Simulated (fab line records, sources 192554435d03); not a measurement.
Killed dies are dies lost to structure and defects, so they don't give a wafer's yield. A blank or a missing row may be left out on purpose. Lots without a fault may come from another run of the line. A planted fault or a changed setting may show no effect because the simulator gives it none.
Chamber matching | flow n5_finfet | N5_GATE_CUT_ETCH_19 on rie_diel-05: 4 sister chambers
The step etches SiNx in CH3F/O2, target depth 53.7 nm, time 76.7 s. 8 wafers are shown with their chamber, then 7 later ones without.

WAFERS WITH THEIR CHAMBER
wafer  | chamber | showerhead_plenum_p_Torr (Torr) | drypump_motor_current_A (A)
L810.5 | 1       | 1.99                            | 5.6
L813.6 | 1       | 1.98                            | 5.5
L815.4 | 0       | 2.07                            | 5.8
L815.6 | 0       | 2.07                            | 5.8
L816.1 | 3       | 1.99                            | 5.8
L816.5 | 2       | 2.00                            | 5.3
L827.1 | 3       | 1.98                            | 5.8
L827.4 | 2       | 2.00                            | 5.2

WAFERS WITHOUT THEIR CHAMBER
wafer  | showerhead_plenum_p_Torr (Torr) | drypump_motor_current_A (A)
L827.5 | 2.06                            | 5.8
L829.2 | 1.99                            | 5.3
L829.3 | 2.06                            | 5.8
L829.4 | 1.98                            | 5.6
L830.2 | 1.98                            | 5.8
L830.3 | 2.06                            | 5.8
L830.6 | 1.99                            | 5.3

WHICH CHAMBER EACH WENT THROUGH
wafer  | from the rows above | in truth
L827.5 | 0                   | 0
L829.2 | 2                   | 2
L829.3 | 0                   | 0
L829.4 | 1                   | 1
L830.2 | 3                   | 3
L830.3 | 0                   | 0
L830.6 | 2                   | 2
Placed correctly: 7 of 7. Can't be placed from these rows: 0. Placed wrongly: 0.
How it was worked out, from the rows above alone: a wafer's distance from a chamber is the root of the sum, over the readings, of the square of ((its reading less the chamber's mean) divided by the reading's scatter). The wafer belongs to the nearest chamber; if the next one is less than 2 further off, it can't be placed. A chamber's mean is the mean of its shown wafers. The scatter: the root of (the sum of the squares of (reading less its chamber's mean) over the shown wafers, divided by (wafers less chambers)).
